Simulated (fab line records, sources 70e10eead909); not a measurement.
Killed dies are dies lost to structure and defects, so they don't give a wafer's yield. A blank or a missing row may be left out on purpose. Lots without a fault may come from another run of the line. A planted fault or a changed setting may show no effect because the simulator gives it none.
Chamber matching | flow nand_harc | NHARC_P_CONTACT_STRIP_28 on rie_diel-06: 4 sister chambers
The step strips in O2. 4 wafers are shown with their chamber, then 12 later ones without.

WAFERS WITH THEIR CHAMBER
wafer  | chamber | showerhead_plenum_p_Torr (Torr)
L085.1 | 2       | 3.54
L089.1 | 1       | 3.53
L089.4 | 0       | 3.45
L089.5 | 3       | 3.42

WAFERS WITHOUT THEIR CHAMBER
wafer  | showerhead_plenum_p_Torr (Torr)
L091.2 | 3.45
L091.4 | 3.53
L091.6 | 3.42
L093.2 | 3.41
L093.3 | 3.45
L093.4 | 3.53
L094.4 | 3.53
L094.5 | 3.41
L094.6 | 3.53
L095.2 | 3.45
L095.5 | 3.53
L095.6 | 3.53

WHICH CHAMBER EACH WENT THROUGH
wafer  | from the rows above | in truth
L091.2 | 0                   | 0
L091.4 | 1                   | 1
L091.6 | 3                   | 3
L093.2 | 3                   | 3
L093.3 | 0                   | 0
L093.4 | 1                   | 1
L094.4 | 1                   | 1
L094.5 | 3                   | 3
L094.6 | 1                   | 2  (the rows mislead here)
L095.2 | 0                   | 0
L095.5 | 1                   | 1
L095.6 | 1                   | 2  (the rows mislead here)
Placed correctly: 10 of 12. Can't be placed from these rows: 0. Placed wrongly: 2.
How it was worked out, from the rows above alone: a wafer's distance from a chamber is the root of the sum, over the readings, of the square of ((its reading less the chamber's mean) divided by the reading's scatter). The wafer belongs to the nearest chamber; if the next one is less than 2 further off, it can't be placed. A chamber's mean is the mean of its shown wafers. The scatter: with one shown wafer a chamber, the root of the mean of the squares of how far each hidden wafer lies from its nearest shown one.
